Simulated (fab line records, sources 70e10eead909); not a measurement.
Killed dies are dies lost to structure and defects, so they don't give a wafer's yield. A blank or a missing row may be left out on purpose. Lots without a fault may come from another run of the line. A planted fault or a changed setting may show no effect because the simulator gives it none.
Tool commonality check | flow nand_harc | 9 lots, 27 wafers sampled

WHY IT WAS OPENED
At NHARC_A_CHANNEL_HOLE_D1_CD_MEAS_10 the reading cd_nm is flagged on 2 of 9 lots. Wafers without a fault read 100.0 nm, standard deviation 0.52.
Rule: a lot is flagged when every wafer of it that has a number lies more than 4 standard deviations from that mean, or none has a number. The other lots count as sound.

lot  | measured     | on        | cd_nm (nm), wafer by wafer | flag
L278 | day 9 04:16  | cd_sem-03 | 99.8 100.5 100.1           |
L280 | day 9 15:23  | cd_sem-02 | 99.0 99.3 99.8             |
L281 | day 9 21:24  | cd_sem-03 | 100.4 100.7 100.5          |
L287 | day 13 01:07 | cd_sem-01 | 109.3 108.8 108.1          | FLAGGED
L290 | day 13 17:55 | cd_sem-01 | 109.1 109.0 109.0          | FLAGGED
L293 | day 15 08:58 | cd_sem-01 | 100.5 101.0 100.8          |
L295 | day 15 22:53 | cd_sem-03 | 100.3 100.1 100.0          |
L297 | day 16 18:40 | cd_sem-03 | 100.2 99.9 100.3           |
L299 | day 17 11:29 | cd_sem-03 | 100.2 100.3 100.3          |
The numbers of the flagged lots are 108.9 nm on average: +8.9 nm against the usual, or +17 standard deviations.

WHICH TOOL RAN EACH LOT
The record holds 2 process steps before the reading, out of a route of 1302 steps. In each cell: the tool, then ch and the chambers that the sampled wafers went through, then the start.
lot  | flag    | NHARC_A_CHANNEL_HOLE_D1_DEP_00 | NHARC_A_CHANNEL_HOLE_D1_PEB_08
L278 |         | acl_dep-02 ch 0, day 9 01:55   | litho_track-06 ch 0, day 9 04:11
L280 |         | acl_dep-03 ch 0, day 9 13:23   | litho_track-01 ch 0, day 9 15:18
L281 |         | acl_dep-02 ch 0, day 9 18:53   | litho_track-06 ch 0, day 9 21:20
L287 | FLAGGED | acl_dep-02 ch 0, day 12 23:05  | litho_track-06 ch 0, day 13 01:02
L290 | FLAGGED | acl_dep-02 ch 0, day 13 16:01  | litho_track-06 ch 0, day 13 17:50
L293 |         | acl_dep-03 ch 0, day 15 06:40  | litho_track-04 ch 0, day 15 08:53
L295 |         | acl_dep-01 ch 0, day 15 20:13  | litho_track-04 ch 0, day 15 22:48
L297 |         | acl_dep-02 ch 0, day 16 16:08  | litho_track-01 ch 0, day 16 18:35
L299 |         | acl_dep-03 ch 0, day 17 09:08  | litho_track-06 ch 0, day 17 11:24
What these steps do:
- NHARC_A_CHANNEL_HOLE_D1_DEP_00: deposits aC, target thk 3100 nm.
- NHARC_A_CHANNEL_HOLE_D1_PEB_08: peb time 65 s.
- NHARC_A_CHANNEL_HOLE_D1_CD_MEAS_10: target cd 100 nm.

FLAGGED OVER TOTAL, TOOL BY TOOL (the gauges that took the reading come last)
step                               | tool           | lots run | flagged | share of the flagged lots | sound lots run after its first flagged lot
NHARC_A_CHANNEL_HOLE_D1_DEP_00     | acl_dep-01     | 1        | 0       | none                      | -
NHARC_A_CHANNEL_HOLE_D1_DEP_00     | acl_dep-02     | 5        | 2       | all                       | 1 (L297)
NHARC_A_CHANNEL_HOLE_D1_DEP_00     | acl_dep-03     | 3        | 0       | none                      | -
NHARC_A_CHANNEL_HOLE_D1_PEB_08     | litho_track-01 | 2        | 0       | none                      | -
NHARC_A_CHANNEL_HOLE_D1_PEB_08     | litho_track-04 | 2        | 0       | none                      | -
NHARC_A_CHANNEL_HOLE_D1_PEB_08     | litho_track-06 | 5        | 2       | all                       | 1 (L299)
NHARC_A_CHANNEL_HOLE_D1_CD_MEAS_10 | cd_sem-01      | 3        | 2       | all                       | 1 (L293)
NHARC_A_CHANNEL_HOLE_D1_CD_MEAS_10 | cd_sem-02      | 1        | 0       | none                      | -
NHARC_A_CHANNEL_HOLE_D1_CD_MEAS_10 | cd_sem-03      | 5        | 0       | none                      | -

WHAT THE TABLE ALLOWS
3 rows of the table ran every flagged lot: acl_dep-02 at NHARC_A_CHANNEL_HOLE_D1_DEP_00, litho_track-06 at NHARC_A_CHANNEL_HOLE_D1_PEB_08, cd_sem-01 at NHARC_A_CHANNEL_HOLE_D1_CD_MEAS_10.
- acl_dep-02 at NHARC_A_CHANNEL_HOLE_D1_DEP_00: 2 of its 5 lots flagged. Sound lots ran on it after the first flagged one (L297), which a lasting fault on the whole tool wouldn't allow.
- litho_track-06 at NHARC_A_CHANNEL_HOLE_D1_PEB_08: 2 of its 5 lots flagged. Sound lots ran on it after the first flagged one (L299), which a lasting fault on the whole tool wouldn't allow.
- cd_sem-01 at NHARC_A_CHANNEL_HOLE_D1_CD_MEAS_10: 2 of its 3 lots flagged. Sound lots ran on it after the first flagged one (L293), which a lasting fault on the whole tool wouldn't allow.
No row of the table ran every flagged lot and no sound lot after the first.

WHAT THE SIMULATOR HAD PUT IN
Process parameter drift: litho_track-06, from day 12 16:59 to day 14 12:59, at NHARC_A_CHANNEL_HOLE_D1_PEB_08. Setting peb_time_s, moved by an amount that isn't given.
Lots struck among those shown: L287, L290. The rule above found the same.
